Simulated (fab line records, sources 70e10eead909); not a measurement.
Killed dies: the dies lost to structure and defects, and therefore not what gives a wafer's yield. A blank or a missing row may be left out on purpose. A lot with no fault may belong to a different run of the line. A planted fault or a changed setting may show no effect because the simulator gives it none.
Which tool was responsible? :: flow nandHarc :: 14 lots with 40 wafers sampled at 5 steps, on a route of 1302 steps

## WHAT THE GAUGES SHOWED, per wafer
NHARC_END_SORT_01.
lot: L610
measured: day 27 08:02
on: prober-01
defectLimitedYield (%): 90.1 89.4 90.0
killedAtArray: 57 62 63
killedAtOther: 3 2 1
killedAtPeriphery: 7 8 4
killedDies: 67 72 68
killedOpen: 8 1 2
killedShort: 2 4 1

lot: L617
measured: day 29 10:23
on: prober-02
defectLimitedYield (%): 91.4 91.3 92.3
killedAtArray: 46 58 46
killedAtOther: 0 0 0
killedAtPeriphery: 12 1 6
killedDies: 58 59 52
killedOpen: 5 4 2
killedShort: 2 1 0

## TOOL THAT RAN EACH LOT (tool first, then ch and the chambers of the sampled wafers, then the start)
lot: L605
NHARC_P_M1_PRE_CLEAN_32: pecvd-04 ch 0,1, day 6 23:36
NHARC_P_M2_PVD_20: pvdSputter-01, day 7 02:52 or earlier
NHARC_P_M2_ANNEAL_31: rtpAnneal-01 ch 0, day 7 02:52
NHARC_P_M2_DEP_33: pecvd-01 ch 0,1,2, day 7 03:50

lot: L606
NHARC_P_M1_PRE_CLEAN_32: pecvd-01 ch 0,1,2, day 7 06:58
NHARC_P_M2_PVD_20: pvdSputter-03, day 7 10:28 or earlier
NHARC_P_M2_ANNEAL_31: rtpAnneal-02 ch 0, day 7 10:28
NHARC_P_M2_DEP_33: pecvd-03 ch 0,1,2, day 7 11:25

lot: L608
NHARC_P_M1_PRE_CLEAN_32: pecvd-03 ch 2, day 7 22:26
NHARC_P_M2_PVD_20: pvdSputter-01, day 8 01:47 or earlier
NHARC_P_M2_ANNEAL_31: rtpAnneal-01 ch 0, day 8 01:47
NHARC_P_M2_DEP_33: pecvd-03 ch 0,1, day 8 02:49

lot: L609
NHARC_P_M1_PRE_CLEAN_32: pecvd-03 ch 0,1, day 8 04:55
NHARC_P_M2_PVD_20: pvdSputter-01, day 8 08:10 or earlier
NHARC_P_M2_ANNEAL_31: rtpAnneal-01 ch 0, day 8 08:10
NHARC_P_M2_DEP_33: pecvd-04 ch 0,1,2, day 8 09:08

lot: L610
NHARC_P_M1_PRE_CLEAN_32: pecvd-04 ch 0,1,2, day 8 20:28
NHARC_P_M2_PVD_20: pvdSputter-03, day 8 23:39 or earlier
NHARC_P_M2_ANNEAL_31: rtpAnneal-02 ch 0, day 8 23:39
NHARC_P_M2_DEP_33: pecvd-04 ch 1,2, day 9 00:34

lot: L611
NHARC_P_M1_PRE_CLEAN_32: pecvd-01 ch 1,2, day 9 05:11
NHARC_P_M2_PVD_20: pvdSputter-02, day 9 08:37 or earlier
NHARC_P_M2_ANNEAL_31: rtpAnneal-02 ch 0, day 9 08:37
NHARC_P_M2_DEP_33: pecvd-04 ch 0,1, day 9 09:33

lot: L615
NHARC_P_M1_PRE_CLEAN_32: pecvd-03 ch 0,1, day 10 23:09
NHARC_P_M2_PVD_20: pvdSputter-02, day 11 02:34 or earlier
NHARC_P_M2_ANNEAL_31: rtpAnneal-02 ch 0, day 11 02:34
NHARC_P_M2_DEP_33: pecvd-04 ch 1,2, day 11 03:35

lot: L617
NHARC_P_M1_PRE_CLEAN_32: pecvd-03 ch 1,2, day 11 15:10
NHARC_P_M2_PVD_20: pvdSputter-02, day 11 18:18 or earlier
NHARC_P_M2_ANNEAL_31: rtpAnneal-02 ch 0, day 11 18:18
NHARC_P_M2_DEP_33: pecvd-03 ch 0,1,2, day 11 19:16

lot: L619
NHARC_P_M1_PRE_CLEAN_32: pecvd-01 ch 0,1, day 12 10:02
NHARC_P_M2_PVD_20: pvdSputter-02, day 12 13:14 or earlier
NHARC_P_M2_ANNEAL_31: rtpAnneal-01 ch 0, day 12 13:14
NHARC_P_M2_DEP_33: pecvd-01 ch 0,2, day 12 14:12

lot: L618
NHARC_P_M1_PRE_CLEAN_32: pecvd-03 ch 0,1,2, day 12 10:38
NHARC_P_M2_PVD_20: pvdSputter-01, day 12 13:58 or earlier
NHARC_P_M2_ANNEAL_31: rtpAnneal-01 ch 0, day 12 13:58
NHARC_P_M2_DEP_33: pecvd-01 ch 0,1, day 12 14:58

lot: L621
NHARC_P_M1_PRE_CLEAN_32: pecvd-03 ch 1,2, day 13 04:33
NHARC_P_M2_PVD_20: pvdSputter-02, day 13 08:13 or earlier
NHARC_P_M2_ANNEAL_31: rtpAnneal-02 ch 0, day 13 08:13
NHARC_P_M2_DEP_33: pecvd-03 ch 0,1, day 13 09:10

lot: L623
NHARC_P_M1_PRE_CLEAN_32: pecvd-03 ch 1,2, day 14 06:11
NHARC_P_M2_PVD_20: pvdSputter-02, day 14 09:22 or earlier
NHARC_P_M2_ANNEAL_31: rtpAnneal-02 ch 0, day 14 09:22
NHARC_P_M2_DEP_33: pecvd-03 ch 0,1, day 14 10:20

lot: L625
NHARC_P_M1_PRE_CLEAN_32: pecvd-04 ch 0,1,2, day 14 23:22
NHARC_P_M2_PVD_20: pvdSputter-01, day 15 02:31 or earlier
NHARC_P_M2_ANNEAL_31: rtpAnneal-02 ch 0, day 15 02:31
NHARC_P_M2_DEP_33: pecvd-01 ch 0,1,2, day 15 03:28

lot: L626
NHARC_P_M1_PRE_CLEAN_32: pecvd-03 ch 0,2, day 15 16:52
NHARC_P_M2_PVD_20: pvdSputter-02, day 15 20:08 or earlier
NHARC_P_M2_ANNEAL_31: rtpAnneal-02 ch 0, day 15 20:08
NHARC_P_M2_DEP_33: pecvd-01 ch 0,1, day 15 21:08
- NHARC_P_M1_PRE_CLEAN_32: time 12 s.
- NHARC_P_M2_PVD_20: deposits TaN, target thk 5 nm, time 8.06 s.
- NHARC_P_M2_ANNEAL_31: time 90 s.
- NHARC_P_M2_DEP_33: deposits SiCN, target thk 30 nm.

## AS READ BY THE TOOLS THEMSELVES (means over the sampled wafers that have a number; for cases with no such wafer, the mark the record gives instead)
NHARC_P_M1_PRE_CLEAN_32.
lot: L605
tool: pecvd-04
heaterPowerW (W): 698

lot: L606
tool: pecvd-01
heaterPowerW (W): 642

lot: L608
tool: pecvd-03
heaterPowerW (W): 539

lot: L609
tool: pecvd-03
heaterPowerW (W): 668

lot: L610
tool: pecvd-04
heaterPowerW (W): 651

lot: L611
tool: pecvd-01
heaterPowerW (W): 673

lot: L615
tool: pecvd-03
heaterPowerW (W): 618

lot: L617
tool: pecvd-03
heaterPowerW (W): 572

lot: L619
tool: pecvd-01
heaterPowerW (W): 743

lot: L618
tool: pecvd-03
heaterPowerW (W): 639

lot: L621
tool: pecvd-03
heaterPowerW (W): 529

lot: L623
tool: pecvd-03
heaterPowerW (W): 562

lot: L625
tool: pecvd-04
heaterPowerW (W): 672

lot: L626
tool: pecvd-03
heaterPowerW (W): 635

NHARC_P_M2_PVD_20.
lot: L605
tool: pvdSputter-01
biasV (V): 170.0
throttleValvePct (%): 30.7

lot: L606
tool: pvdSputter-03
biasV (V): 168.1
throttleValvePct (%): 29.3

lot: L608
tool: pvdSputter-01
biasV (V): 169.0
throttleValvePct (%): 31.0

lot: L609
tool: pvdSputter-01
biasV (V): 169.1
throttleValvePct (%): 30.8

lot: L610
tool: pvdSputter-03
biasV (V): 169.3
throttleValvePct (%): 29.1

lot: L611
tool: pvdSputter-02
biasV (V): 168.5
throttleValvePct (%): 30.2

lot: L615
tool: pvdSputter-02
biasV (V): 168.3
throttleValvePct (%): 30.2

lot: L617
tool: pvdSputter-02
biasV (V): 169.5
throttleValvePct (%): 29.9

lot: L619
tool: pvdSputter-02
biasV (V): 170.0
throttleValvePct (%): 30.4

lot: L618
tool: pvdSputter-01
biasV (V): 168.1
throttleValvePct (%): 30.4

lot: L621
tool: pvdSputter-02
biasV (V): 169.1
throttleValvePct (%): 30.4

lot: L623
tool: pvdSputter-02
biasV (V): 168.8
throttleValvePct (%): 29.8

lot: L625
tool: pvdSputter-01
biasV (V): 168.2
throttleValvePct (%): 30.7

lot: L626
tool: pvdSputter-02
biasV (V): 169.5
throttleValvePct (%): 30.5

NHARC_P_M2_ANNEAL_31.
lot: L605
tool: rtpAnneal-01
wafer_temp_C_max: 225.76

lot: L606
tool: rtpAnneal-02
wafer_temp_C_max: 225.55

lot: L608
tool: rtpAnneal-01
wafer_temp_C_max: 225.54

lot: L609
tool: rtpAnneal-01
wafer_temp_C_max: 225.54

lot: L610
tool: rtpAnneal-02
wafer_temp_C_max: 225.64

lot: L611
tool: rtpAnneal-02
wafer_temp_C_max: 225.57

lot: L615
tool: rtpAnneal-02
wafer_temp_C_max: 225.69

lot: L617
tool: rtpAnneal-02
wafer_temp_C_max: 225.84

lot: L619
tool: rtpAnneal-01
wafer_temp_C_max: 225.92

lot: L618
tool: rtpAnneal-01
wafer_temp_C_max: 225.91

lot: L621
tool: rtpAnneal-02
wafer_temp_C_max: 225.70

lot: L623
tool: rtpAnneal-02
wafer_temp_C_max: 225.65

lot: L625
tool: rtpAnneal-02
wafer_temp_C_max: 225.60

lot: L626
tool: rtpAnneal-02
wafer_temp_C_max: 225.74

NHARC_P_M2_DEP_33.
lot: L605
tool: pecvd-01
heaterPowerW (W): 643
rfFwdPowerW (W): 449.3

lot: L606
tool: pecvd-03
heaterPowerW (W): 578
rfFwdPowerW (W): 447.9

lot: L608
tool: pecvd-03
heaterPowerW (W): 546
rfFwdPowerW (W): 449.0

lot: L609
tool: pecvd-04
heaterPowerW (W): 597
rfFwdPowerW (W): 450.4

lot: L610
tool: pecvd-04
heaterPowerW (W): 607
rfFwdPowerW (W): 450.8

lot: L611
tool: pecvd-04
heaterPowerW (W): 654
rfFwdPowerW (W): 378.2

lot: L615
tool: pecvd-04
heaterPowerW (W): 626
rfFwdPowerW (W): 376.4

lot: L617
tool: pecvd-03
heaterPowerW (W): 532
rfFwdPowerW (W): 448.3

lot: L619
tool: pecvd-01
heaterPowerW (W): 583
rfFwdPowerW (W): 449.9

lot: L618
tool: pecvd-01
heaterPowerW (W): 657
rfFwdPowerW (W): 449.7

lot: L621
tool: pecvd-03
heaterPowerW (W): 541
rfFwdPowerW (W): 448.0

lot: L623
tool: pecvd-03
heaterPowerW (W): 533
rfFwdPowerW (W): 448.7

lot: L625
tool: pecvd-01
heaterPowerW (W): 613
rfFwdPowerW (W): 448.7

lot: L626
tool: pecvd-01
heaterPowerW (W): 634
rfFwdPowerW (W): 449.3

## THE ANSWER, worked out from the rows above alone
Rule: usual is defined by the lots themselves. The widest of any qualifying gaps counts: lots, ordered by their means at a reading, are off when they make up no more than a third of the lots, leave a main group of 4 or more, and stand apart from it by 3 or more times the standard deviation of that group's means. If all means in a main group match to the digits the tables above print for the reading, that group is not used. A lot without any number at a reading at which 4 lots or more have one is off too. All remaining lots with rows at the step are treated as sound. Order of review: gauges by route order, followed by the tools' own readings, for which a lot's mean as printed above is used. The first step at which some lot is off is used, and at that step the reading that is off furthest; a lot without a number counts as furthest.
Off: L611, L615 (NHARC_P_M2_DEP_33, rfFwdPowerW). The main group: mean 449.2 W, standard deviation 0.88.
A tool fits if, at that step or a process step before it, it ran every lot that is off, and no sound lot after the first of them. NHARC_P_M2_PVD_20 gives no start for some lots, so the hours and the order of its lots are those of NHARC_P_M2_ANNEAL_31. One candidate fits, namely pecvd-04 at NHARC_P_M2_DEP_33. A fault onset in the window from L610 (day 9 00:34, its last sound lot) to L611 (day 9 09:33, its first lot off) fits.
On the lots that are off, the tool's own readings at NHARC_P_M2_DEP_33 differ by more than 5 times the standard deviation of the sound lots' means, which bears it out; rfFwdPowerW reads 377.3 W there versus 449.2 W on the sound lots.

## WHAT THE SIMULATOR PUT IN
Drift in process parameters on pecvd-04 at NHARC_P_M2_DEP_33, starting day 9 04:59. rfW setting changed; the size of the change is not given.
Lots struck among those shown: L611, L615. The same result came from the rule above.
